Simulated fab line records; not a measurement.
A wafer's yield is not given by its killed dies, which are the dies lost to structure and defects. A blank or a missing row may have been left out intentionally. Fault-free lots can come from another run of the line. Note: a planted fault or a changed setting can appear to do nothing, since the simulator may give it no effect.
Which of the tools did it? -- flow n5_finfet -- 11 lots (31 wafers sampled), 1 step of a 1938-step route

== WHAT THE GAUGES READ, wafer by wafer ==
N5_BEOL_M15_OVL_MEAS_11.
lot,measured,on,V14_OVL (nm)
L185,day 12 18:41,overlay-01,-10 -4 -8
L189,day 13 04:23,overlay-02,-7 -10 -1
L187,day 13 09:07,overlay-01,-4 2 -1
L191,day 13 09:59,overlay-02,-8 -11
L188,day 13 11:32,overlay-02,3 5 -3
L194,day 15 06:23,overlay-02,-4 4 2
L202,day 16 09:49,overlay-01,0 5 3
L201,day 16 14:44,overlay-02,-7 -7 -1
L203,day 17 09:16,overlay-01,3 -1 -4
L205,day 17 18:15,overlay-01,12 4 6
L204,day 18 17:44,overlay-01,3 9

== EACH LOT AND THE TOOL THAT RAN IT (in order: tool; ch and the chambers of the sampled wafers; start) ==
The record shows no process step preceding these readings.

== WHAT THE TOOLS THEMSELVES READ (means of the sampled wafers that have a number; where no wafer has one, the mark that the record gives instead) ==
The record holds no such reading with a usual standard deviation.

== THE ANSWER, worked out from the rows above alone ==
Rule: the lots themselves supply what counts as usual. The widest of any qualifying gaps counts: lots, ordered by their means at a reading, are off when they make up no more than a third of the lots, leave a main group of 4 or more, and stand apart from it by 3 or more times the standard deviation of that group's means. If all means in a main group match to the digits the tables above print for the reading, that group is not used. A lot without any number at a reading at which 4 lots or more have one is off too. The other lots that the step has rows for count as sound. After the gauges, taken in route order, come the tools' own readings; for these a lot's mean is taken, as printed above. The first step at which some lot is off is used, and at that step the reading that is off furthest; a lot without a number counts as furthest.
None of the lots is off at any reading shown; this tells nothing.

== WHAT THE SIMULATOR HAD PUT IN ==
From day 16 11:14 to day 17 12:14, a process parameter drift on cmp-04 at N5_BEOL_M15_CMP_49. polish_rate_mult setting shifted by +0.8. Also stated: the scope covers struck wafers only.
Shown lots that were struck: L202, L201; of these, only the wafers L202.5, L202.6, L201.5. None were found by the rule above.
